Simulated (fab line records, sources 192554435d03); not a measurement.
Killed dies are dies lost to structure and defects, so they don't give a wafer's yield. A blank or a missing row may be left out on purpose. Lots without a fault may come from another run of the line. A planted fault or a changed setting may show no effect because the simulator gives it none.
Problem report in the 8D (eight disciplines) form, filled by code | flow n5_finfet | the parts of the form that need people (team, actions taken, sign-off) are left out

1. THE PROBLEM
spin_speed_rpm at N5_BEOL_M8_COAT_71 reads a mean of 1631.7 rpm on 6 wafers of 2 lots; wafers without a fault read 1500.0 rpm with a standard deviation of 0.96. That is +99 or more standard deviations from the usual mean.
The step: time 60 s, resist thk 5 nm.
First seen on wafer L953.2, day 14 19:41, on litho_track-04. The record holds 12 wafers of 4 lots with a number at this step. Rule for "out", or "out of limits": more than 4 standard deviations from the usual mean. The other wafers with a number count as sound.

2. WHAT IT IS AND WHAT IT IS NOT
question                    | is                     | is not
which readings at this step | spin_speed_rpm         | chill_plate_temp_C
which lots                  | L953, L956             | L935, L957
which wafers of those lots  | all that have a number | -
read on which tools         | litho_track-04         | litho_track-02
when                        | from day 14 19:41      | up to then (3 sound wafers); but 3 sound wafers of L957 came after

3. SUSPECTS, AND WHAT RULES EACH OUT
Counting: a tool at a process step up to the reading stays a suspect if it ran every lot that is out and no sound lot after the first of them.
- litho_track-04 at N5_BEOL_M8_COAT_71 (time 60 s, resist thk 5 nm): kept. It ran every lot that is out, first L953 (day 14 19:41), and no sound lot after that; its last sound lot up to then is L935 (day 9 22:43). Its own readings are out on those wafers: spin_speed_rpm.
Left after counting: litho_track-04 at N5_BEOL_M8_COAT_71.

4. THE CAUSE (what the simulator had put in)
Process parameter drift: litho_track-04, from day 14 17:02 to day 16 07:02, at N5_BEOL_M8_COAT_71. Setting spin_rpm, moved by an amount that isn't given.
Counting left only this tool.

5. THE CHAIN OF EFFECTS, in route order
Each row: a reading whose mean over the struck wafers that have a number lies more than 3 standard deviations from the usual. Only readings for which the record gives a usual standard deviation are gone through. hours: the time from each lot's start at the first step in this table that gives one to its start at this step, as a median over the lots. sigmas: the change in usual standard deviations.
hours | step               | reading        | usual      | on struck wafers | change | sigmas
0     | N5_BEOL_M8_COAT_71 | spin_speed_rpm | 1500.0 rpm | 1631.7           | +131.7 | +99 or more
The process steps in it:
- N5_BEOL_M8_COAT_71: time 60 s, resist thk 5 nm.

6. WHAT WOULD HAVE CAUGHT IT SOONER
In this record the first reading out of limits was taken at day 14 19:41, 3 hours after the fault began at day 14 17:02.
